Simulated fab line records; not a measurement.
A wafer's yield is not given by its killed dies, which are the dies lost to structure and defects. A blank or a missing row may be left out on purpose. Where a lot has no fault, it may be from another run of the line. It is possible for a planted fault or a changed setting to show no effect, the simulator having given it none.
A single fault, viewed from 2 desks :: flow n5Finfet :: each desk has only its own numbers; what lay behind them comes last

## THE METROLOGY DESK
What the gauges read for every lot (on any tool): the sampled wafers with a number, averaged. The brackets show how far a lot's mean lies from the usual mean; more than 4 standard deviations puts the lot out of limits, marked OUT.
Columns: A = M11_ILD_THK at N5_BEOL_M11_THK_MEAS_01, usual 268 nm
lot: L101
first seen here: day 10 10:42
A: 268

lot: L104
first seen here: day 11 03:53
A: 268

lot: L106
first seen here: day 11 13:42
A: 266

lot: L105
first seen here: day 11 14:22
A: 267

lot: L109
first seen here: day 12 13:56
A: 268

lot: L111
first seen here: day 13 03:39
A: 255

lot: L112
first seen here: day 13 06:43
A: 256

lot: L115
first seen here: day 13 18:58
A: 270

lot: L116
first seen here: day 14 04:32
A: 268

lot: L119
first seen here: day 15 01:39
A: 268

lot: L120
first seen here: day 15 09:46
A: 270
Finding of this desk: none of the 11 lots has anything out of limits.

## FOR THE TOOL OWNER'S DESK: pecvd-02
The tool's own readings at N5_BEOL_M11_ILD_DEP_00 (deposits SiCOH lowk from DEMS/porogen, target thk 308.51 nm, time 58 s): means of the sampled wafers that have a number, for each lot that ran on this tool. The brackets show how far a lot's mean lies from the usual mean; more than 4 standard deviations puts the lot out of limits, marked OUT.
Columns: A = heaterPowerW at N5_BEOL_M11_ILD_DEP_00, usual 288 W; B = showerheadPlenumPTorr at N5_BEOL_M11_ILD_DEP_00, usual 5.744 Torr; C = throttleValvePct at N5_BEOL_M11_ILD_DEP_00, usual 13.9 %
lot: L105
first seen here: day 11 13:47
A: 201
B: 5.756
C: 13.9

lot: L111
first seen here: day 13 03:03
A: 240
B: 5.745
C: 14.2

lot: L112
first seen here: day 13 06:08
A: 228
B: 5.753
C: 14.2
Finding of this desk: none of the 3 lots has anything out of limits.

## PUT TOGETHER
Metrology desk: nothing out of limits seen.
Nothing out of limits was seen by the tool owner's desk.

## WHAT HAD BEEN PUT IN BY THE SIMULATOR
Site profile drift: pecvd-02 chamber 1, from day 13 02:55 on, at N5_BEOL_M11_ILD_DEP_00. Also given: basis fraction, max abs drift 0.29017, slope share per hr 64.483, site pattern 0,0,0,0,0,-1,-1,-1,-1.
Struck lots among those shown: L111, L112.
